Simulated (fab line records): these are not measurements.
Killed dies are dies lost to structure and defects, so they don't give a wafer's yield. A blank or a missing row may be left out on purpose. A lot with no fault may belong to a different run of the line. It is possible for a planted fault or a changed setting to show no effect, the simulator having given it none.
Which tool was responsible? | flow nand-harc | 11 lots, 33 wafers sampled, at 5 steps of a route of 1302

WHAT THE GAUGES READ, wafer by wafer
NHARC_A_BONDPAD_OVL_MEAS_35.
lot  | measured     | on         | overlay-x-nm (nm) | overlay-y-nm (nm)
L885 | day 23 10:05 | overlay-01 | -1 -1 -1          | -1 0 -1
L883 | day 23 11:23 | overlay-01 | -9 -9 -9          | -7 -7 -8
L884 | day 24 00:07 | overlay-02 | 2 2 2             | -4 -5 -4
L886 | day 24 01:47 | overlay-01 | 0 -1 0            | 9 9 9
L893 | day 27 21:25 | overlay-01 | 4 4 3             | 3 3 3
L894 | day 28 02:23 | overlay-01 | 8 8 8             | 0 0 1
L898 | day 29 04:17 | overlay-02 | 2 2 2             | -2 -2 -2
L902 | day 30 21:51 | overlay-01 | 8 8 8             | -9 -10 -10
L905 | day 31 18:18 | overlay-01 | -1 -1 -1          | -3 -3 -2
L904 | day 31 20:32 | overlay-02 | -1 -1 -1          | 4 3 4
L906 | day 32 15:36 | overlay-02 | 0 0 0             | 7 8 7

NHARC_END_SORT_01.
lot  | measured     | on        | defect-limited-yield (%) | killed-at-array | killed-at-other | killed-at-periphery | killed-dies | killed-open | killed-short
L884 | day 25 14:29 | prober-02 | 92.9 93.1 93.5           | 46 41 39        | 0 1 0           | 2 5 5               | 48 47 44    | 4 2 5       | 2 1 4
L886 | day 25 07:27 | prober-01 | 92.6 92.0 90.7           | 46 50 59        | 0 1 2           | 4 3 2               | 50 54 63    | 2 4 4       | 1 2 4
L893 | day 29 04:14 | prober-02 | 0.4 0.6 0.7              | 668 667 669     | 1 0 0           | 5 6 3               | 674 673 672 | 5 2 5       | 5 6 2
L894 | day 29 12:04 | prober-02 | 0.1 0.1 0.3              | 667 669 670     | 4 5 3           | 5 2 2               | 676 676 675 | 3 2 0       | 4 4 1
L898 | day 30 14:07 | prober-01 | 92.5 92.9 94.2           | 44 47 37        | 0 0 0           | 7 1 2               | 51 48 39    | 2 2 2       | 3 1 3
L902 | day 32 07:13 | prober-01 | 89.7 87.3 87.4           | 66 82 82        | 2 2 2           | 2 2 1               | 70 86 85    | 2 2 2       | 1 3 3
L905 | day 33 05:57 | prober-02 | 89.8 88.6 90.3           | 66 77 63        | 0 0 0           | 3 0 3               | 69 77 66    | 1 7 2       | 1 4 3
L904 | day 33 06:01 | prober-01 | 91.6 93.2 90.3           | 52 36 56        | 2 2 2           | 3 8 8               | 57 46 66    | 3 2 3       | 2 2 5

WHAT TOOL EACH LOT RAN ON (gives the tool, then ch and the chambers of the sampled wafers, and finally the start)
lot  | NHARC_A_BONDPAD_DESCUM_11          | NHARC_A_BONDPAD_ETCH_12            | NHARC_A_BONDPAD_CMP_19
L885 | rie-diel-09 ch 0,1,3, day 23 10:13 | rie-diel-09 ch 0,1,3, day 23 10:23 | cmp-01 ch 0,1,2, day 23 12:16
L883 | rie-diel-09 ch 0,3, day 23 11:31   | rie-diel-09 ch 0,1,2, day 23 11:43 | cmp-01 ch 1,2,3, day 23 13:37
L884 | rie-diel-09 ch 1,3, day 24 00:14   | rie-diel-09 ch 0,1,3, day 24 00:25 | cmp-03 ch 2,3, day 24 02:17
L886 | rie-diel-09 ch 0,3, day 24 01:55   | rie-diel-09 ch 0,1,3, day 24 02:05 | cmp-01 ch 1,2, day 24 03:56
L893 | rie-diel-09 ch 0,3, day 27 21:33   | rie-diel-09 ch 1,2,3, day 27 21:45 | cmp-03 ch 0,1, day 27 23:34
L894 | rie-diel-09 ch 0,1,2, day 28 02:31 | rie-diel-09 ch 0,1,3, day 28 02:41 | cmp-01 ch 0,2,3, day 28 04:31
L898 | rie-diel-04 ch 1,2, day 29 04:26   | rie-diel-04 ch 1,2, day 29 04:37   | cmp-03 ch 0,1, day 29 06:34
L902 | rie-diel-06 ch 0,1,3, day 30 22:00 | rie-diel-06 ch 0,2,3, day 30 22:11 | cmp-04 ch 1,2, day 31 00:02
L905 | rie-diel-09 ch 0,1,2, day 31 18:25 | rie-diel-09 ch 1,2,3, day 31 18:36 | cmp-03 ch 0,2,3, day 31 20:28
L904 | rie-diel-09 ch 1,3, day 31 20:40   | rie-diel-09 ch 1,2,3, day 31 20:50 | cmp-03 ch 0,1,3, day 31 22:50
L906 | rie-diel-09 ch 0,2, day 32 15:43   | rie-diel-09 ch 0,2,3, day 32 15:54 | cmp-03 ch 0,3, day 32 17:47
- NHARC_A_BONDPAD_DESCUM_11: chemistry O2, time 3 s.
- NHARC_A_BONDPAD_ETCH_12: etches the open film in CHF3/O2, target depth 220 nm, time 110 s.
- NHARC_A_BONDPAD_CMP_19: polishes, t overpolish 30 s, cu recess touch 16 s, target thk 169.82 nm.

AS READ BY THE TOOLS THEMSELVES (means over the sampled wafers that have a number; for cases with no such wafer, the mark the record gives instead)
NHARC_A_BONDPAD_DESCUM_11.
lot  | tool        | drypump-motor-current-A (A) | oes-product-au (a.u.) | rf-vpp-V (V) | showerhead-plenum-p-Torr (Torr) | throttle-valve-pct (%)
L885 | rie-diel-09 | 6.0                         | 0.994                 | 58.9         | 1.91                            | 11.314
L883 | rie-diel-09 | 5.9                         | 1.002                 | 58.0         | 1.93                            | 11.312
L884 | rie-diel-09 | 6.0                         | 1.002                 | 57.7         | 1.89                            | 11.319
L886 | rie-diel-09 | 6.0                         | 1.001                 | 58.6         | 1.90                            | 11.320
L893 | rie-diel-09 | 5.9                         | 0.998                 | 58.6         | 1.93                            | 11.304
L894 | rie-diel-09 | 6.1                         | 0.999                 | 57.2         | 1.91                            | 11.312
L898 | rie-diel-04 | 5.6                         | 0.986                 | 57.7         | 1.88                            | 11.315
L902 | rie-diel-06 | 5.4                         | 0.999                 | 58.7         | 1.91                            | 11.308
L905 | rie-diel-09 | 6.2                         | 1.010                 | 57.5         | 1.91                            | 11.316
L904 | rie-diel-09 | 5.9                         | 1.005                 | 57.1         | 1.89                            | 11.316
L906 | rie-diel-09 | 6.1                         | 0.998                 | 57.8         | 1.92                            | 11.317

NHARC_A_BONDPAD_ETCH_12.
lot  | tool        | chf3-flow-sccm (sccm) | drypump-motor-current-A (A) | oes-product-au (a.u.) | rf-vpp-V (V) | run-length-s (s) | showerhead-plenum-p-Torr (Torr) | throttle-valve-pct (%)
L885 | rie-diel-09 | 50.04                 | 5.9                         | 0.954                 | 370.4        | 131.1            | 2.40                            | 20.573
L883 | rie-diel-09 | 49.80                 | 6.1                         | 0.972                 | 370.4        | 131.0            | 2.39                            | 20.566
L884 | rie-diel-09 | 50.03                 | 6.0                         | 0.972                 | 370.2        | 131.3            | 2.40                            | 20.573
L886 | rie-diel-09 | 49.89                 | 5.9                         | 0.969                 | 370.4        | 131.1            | 2.40                            | 20.570
L893 | rie-diel-09 | 50.03                 | 6.2                         | 0.969                 | 370.5        | 116.8            | 2.37                            | 20.583
L894 | rie-diel-09 | 50.07                 | 5.9                         | 0.967                 | 370.6        | 117.3            | 2.40                            | 20.579
L898 | rie-diel-04 | 49.97                 | 5.7                         | 0.916                 | 370.7        | 131.4            | 2.44                            | 20.564
L902 | rie-diel-06 | 50.04                 | 5.6                         | 0.917                 | 369.6        | 130.7            | 2.34                            | 20.578
L905 | rie-diel-09 | 49.83                 | 6.2                         | 0.930                 | 371.1        | 130.9            | 2.37                            | 20.579
L904 | rie-diel-09 | 50.02                 | 6.2                         | 0.974                 | 370.0        | 131.0            | 2.37                            | 20.580
L906 | rie-diel-09 | 50.06                 | 6.2                         | 0.934                 | 370.5        | 131.6            | 2.38                            | 20.578

NHARC_A_BONDPAD_CMP_19.
lot  | tool   | motor-current-A (A) | overpolish-run-s (s)
L885 | cmp-01 | 11.7                | 29.993
L883 | cmp-01 | 11.7                | 30.006
L884 | cmp-03 | 10.6                | 29.989
L886 | cmp-01 | 12.0                | 29.993
L893 | cmp-03 | 13.2                | 30.002
L894 | cmp-01 | 11.6                | 30.005
L898 | cmp-03 | 13.3                | 30.002
L902 | cmp-04 | 13.7                | 29.990
L905 | cmp-03 | 12.1                | 29.998
L904 | cmp-03 | 11.9                | 29.994
L906 | cmp-03 | 12.0                | 30.002

THE ANSWER, worked out from the rows above alone
Rule: usual is defined by the lots themselves. Put in order of their means at a reading, lots are off if they are a third of the lots or fewer, leave a main group of 4 or more, and stand apart from it by a gap of 3 or more times the standard deviation of the main group's means; of several such gaps the widest counts. A main group is skipped when, at the precision printed for the reading in the tables above, its means are all equal. Also off: a lot with no number at a reading for which 4 or more lots have one. Where the step has rows for the other lots, those lots are counted as sound. After the gauges, taken in route order, come the tools' own readings; for these a lot's mean is taken, as printed above. The first step at which some lot is off is used, and at that step the reading that is off furthest; a lot without a number counts as furthest.
Off, at NHARC_END_SORT_01 on killed-dies: L893, L894. Main group: mean 59, sd 13. Neither off nor sound, because the step has no rows for them: L885, L883, L906.
If a tool, at a process step before that reading, ran all the lots that are off and no sound lot after the first of them, it fits. Not tried: the gauges at NHARC_END_SORT_01; whatever is off there is also off at NHARC_A_BONDPAD_ETCH_12, on other tools, and gauge error can't account for it. No candidate that was tried fits.

WHAT THE SIMULATOR PUT IN
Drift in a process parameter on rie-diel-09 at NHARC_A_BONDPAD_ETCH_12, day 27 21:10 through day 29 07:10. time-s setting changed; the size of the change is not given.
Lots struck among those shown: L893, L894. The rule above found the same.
